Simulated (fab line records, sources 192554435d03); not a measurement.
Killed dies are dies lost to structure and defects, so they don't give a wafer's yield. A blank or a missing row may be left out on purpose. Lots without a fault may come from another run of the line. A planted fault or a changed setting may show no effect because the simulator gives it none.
A struck lot beside a sound one | flow n5_finfet | 38 steps out of a route of 1938
Sound: wafers L769.2, L769.3, L769.6. Struck: wafer L767.6. (L767.2, L767.5 of the same lot were not struck and are left out.) The cause comes at the end.
At each step with rows: each side's tool, then ch and its chambers, then its first start. Under that, the readings that differ: sound wafers | struck wafers | difference of the means | sigmas: that difference in standard deviations of wafers without a fault.
alike: readings whose means differ by less than 2 such deviations, and words and numbers that are the same on both sides. not compared: withheld readings, readings that some wafer has no value for, bounds like >300 that may hide the same value, and numbers for which the record gives no deviation and whose values overlap.
The two part at a step that has a row with sigmas, a row that says differs or no value, or rows on one side only. Numbers that don't overlap but have no deviation are shown without sigmas and don't part them. A reading that every wafer of one side lacks parts them only if that side has two wafers or more.

first, 8 steps without rows for these wafers: N5_BEOL_M0_ANNEAL_119 (time 90 s); N5_BEOL_M0_CMP_120 (polishes, stops on SiOC, t overpolish 6.9 s); N5_BEOL_M0_PRE_CLEAN_131 (time 15 s); N5_BEOL_M0_CO_CAP_123 (material Co, precursor CCTBA/H2, target thk 2 nm, time 102.1 s); N5_BEOL_M0_PRE_CLEAN_124 (time 15 s); N5_BEOL_M0_DEP_125 (deposits SiCN from 3MS/NH3, target thk 8 nm, time 14 s); N5_BEOL_M1_ILD_DEP_00 (deposits SiOC from DEMS/O2, target thk 79 nm, time 15.3 s); N5_BEOL_M1_PECVD_72 (deposits SiO2 from TEOS/O2, target thk 16 nm, time 18 s).
N5_BEOL_M1_HM_DEP_02: deposits TiN, target thk 20 nm.
  sound on pvd_sputter-01, day 11 23:39; struck on pvd_sputter-02, day 11 03:28
  reading                                    | sound          | struck | difference | sigmas
  model.TiN_of_BEOL_M1_HM_DEP_02.thk_nm (nm) | 19.6 19.8 19.6 | 27.4   | +7.7       |
  alike: susceptor_temp_C, throttle_valve_pct
then, 16 steps without rows for these wafers: N5_BEOL_M1_COAT_61 (time 60 s, resist thk 60 nm); N5_BEOL_M1_COAT_62 (time 60 s, resist thk 12 nm); N5_BEOL_M1_COAT_73 (time 60 s, resist thk 5 nm); N5_BEOL_M1_COAT_05 (resist thk 30 nm); N5_BEOL_M1_EBR_07; N5_BEOL_M1_SOFTBAKE_06 (time 60 s); N5_BEOL_M1_EXPOSE_08 (exposes mask M1); N5_BEOL_M1_PEB_09 (peb time 60 s); N5_BEOL_M1_DEVELOP_10 (develop time 30 s); N5_BEOL_M1_DESCUM_16 (chemistry O2, time 7 s); N5_BEOL_M1_ETCH_74 (etches underlayer in N2/H2, target depth 6.5 nm, time 5.2 s); N5_BEOL_M1_ETCH_63 (etches SiARC in CF4, target depth 15.6 nm, time 26 s); N5_BEOL_M1_ETCH_64 (etches SOC in N2/H2, target depth 75 nm, overetch 15 nm, time 112.5 s); N5_BEOL_M1_STRIP_65 (strips in N2/H2); N5_BEOL_M1_STRIP_75 (strips in N2/H2); N5_BEOL_M1_STRIP_66 (strips in CF4).
N5_BEOL_M1_HM_OPEN_17: chemistry Cl2/BCl3, target TiN, target depth 20 nm, overetch 6 nm.
  sound on rie_metal-02 ch 0,1, day 12 00:25; struck on rie_metal-02 ch 0, day 11 04:16
  reading                  | sound            | struck | difference | sigmas
  oes_product_au (a.u.)    | 0.73 0.73 0.71   | 0.86   | +0.14      | +3
  model.etch.depth_nm (nm) | 19.65 19.9 19.55 | 26.01  | +6.31      |
  alike: bias_w, drypump_motor_current_A, rf_fwd_power_W, throttle_valve_pct
  not compared: rf_hours_counter_h
then, 8 steps without rows for these wafers: N5_BEOL_M1_STRIP_19 (strips in O2); N5_BEOL_M1_COAT_67 (time 60 s, resist thk 60 nm); N5_BEOL_M1_COAT_68 (time 60 s, resist thk 12 nm); N5_BEOL_M1_COAT_76 (time 60 s, resist thk 5 nm); N5_BEOL_M1_COAT_22 (resist thk 30 nm); N5_BEOL_M1_EBR_24; N5_BEOL_M1_SOFTBAKE_23 (time 60 s); N5_BEOL_M1_EXPOSE_25 (exposes mask V0, defocus 5 nm, target cd 24 nm).
N5_BEOL_M1_TRENCH_ETCH_37: etches SiOC in C4F6/O2, target depth 55.207 nm, time 29 s.
  sound on rie_diel-02 ch 0,1,3; struck on rie_diel-06 ch 0
  reading                                    | sound          | struck | difference | sigmas
  showerhead_plenum_p_Torr (Torr)            | 2.93 2.94 2.99 | 2.71   | -0.24      | -2
  model.TiN_of_BEOL_M1_HM_DEP_02.thk_nm (nm) | 17.4 17.6 17.2 | 25     | +8         |
  alike: bias_w, drypump_motor_current_A, oes_product_au, rf_fwd_power_W, rf_vpp_V, throttle_valve_pct
  not compared: rf_hours_counter_h
N5_BEOL_M1_OCD_MEAS_38:
  sound on ocd-01, day 12 04:35; struck on ocd-01, day 11 23:29
  reading              | sound          | struck | difference | sigmas
  trench_depth_nm (nm) | 53.8 55.0 56.9 | 48.9   | -6.3       | -6
N5_BEOL_M4_RC_MEAS_101:
  sound on prober-01 ch 0, day 13 17:56; struck on prober-01 ch 0, day 13 14:21
  reading   | sound          | struck | difference | sigmas
  VT_P (mV) | -258 -254 -256 | -249   | +7         | +2
  alike: DIBL_N, DIBL_P, IOFF_N, IOFF_P, ION_N, ION_P, SS_N, SS_P, VT_N
-- the record jumps here: 4 days lie between the struck wafers' starts before and after (it left off in module BEOL_M4 and takes up again in module PASSIVATION, whose first step shown is number 1936 of the route) --
N5_PASSIVATION_PROBE_49:
  the record has rows for the struck wafers here (prober-02, day 17 21:25) and none for the sound ones

WHERE THEY PART
First at N5_BEOL_M1_HM_OPEN_17; last, within this record, at N5_PASSIVATION_PROBE_49.

WHY: what the simulator had put in
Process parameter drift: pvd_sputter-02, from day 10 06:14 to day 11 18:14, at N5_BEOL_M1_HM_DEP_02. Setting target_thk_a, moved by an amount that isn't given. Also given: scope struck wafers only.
